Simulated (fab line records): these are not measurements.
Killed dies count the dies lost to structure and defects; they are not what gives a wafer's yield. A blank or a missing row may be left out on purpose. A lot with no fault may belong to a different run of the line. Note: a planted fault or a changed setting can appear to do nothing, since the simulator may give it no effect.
Chamber matching + flow n5 finfet + N5_SD_EPI_N_LINER_46 on ald sin-01 has 4 sister chambers
The step material SiNx, target thk 3 nm. 4 wafers are shown with their chamber, then 7 later ones without.

## WAFERS WITH THEIR CHAMBER
| wafer  | chamber | heater power w (W) |
|--------|---------|--------------------|
| L074.2 | 2       | 838                |
| L086.6 | 1       | 713                |
| L087.2 | 3       | 699                |
| L087.3 | 0       | 913                |

## WAFERS WITHOUT THEIR CHAMBER
| wafer  | heater power w (W) |
|--------|--------------------|
| L087.5 | 910                |
| L093.3 | 944                |
| L093.5 | 832                |
| L093.6 | 679                |
| L095.2 | 923                |
| L095.4 | 822                |
| L095.6 | 906                |

## EACH ONE'S CHAMBER
| wafer  | from the rows above     | in truth |
|--------|-------------------------|----------|
| L087.5 | 0                       | 0        |
| L093.3 | 0                       | 0        |
| L093.5 | 2                       | 2        |
| L093.6 | can't be placed: 3 or 1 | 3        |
| L095.2 | 0                       | 0        |
| L095.4 | 2                       | 2        |
| L095.6 | 0                       | 0        |
Placed correctly: 6 of 7. Not placeable from these rows: 1 (in 1, the candidates include the true chamber). Wrongly placed: 0.
How it was worked out, from the rows above alone: a wafer's distance from a chamber is the root of the sum, over the readings, of the square of ((its reading less the chamber's mean) divided by the reading's scatter). If the next closest chamber is less than 2 further off than the closest, the wafer can't be placed; otherwise it belongs to the closest. Each chamber's mean is taken over the wafers shown for it. The scatter (one wafer shown for each chamber): square how far every hidden wafer sits from the nearest shown wafer, average those squares and take the square root.
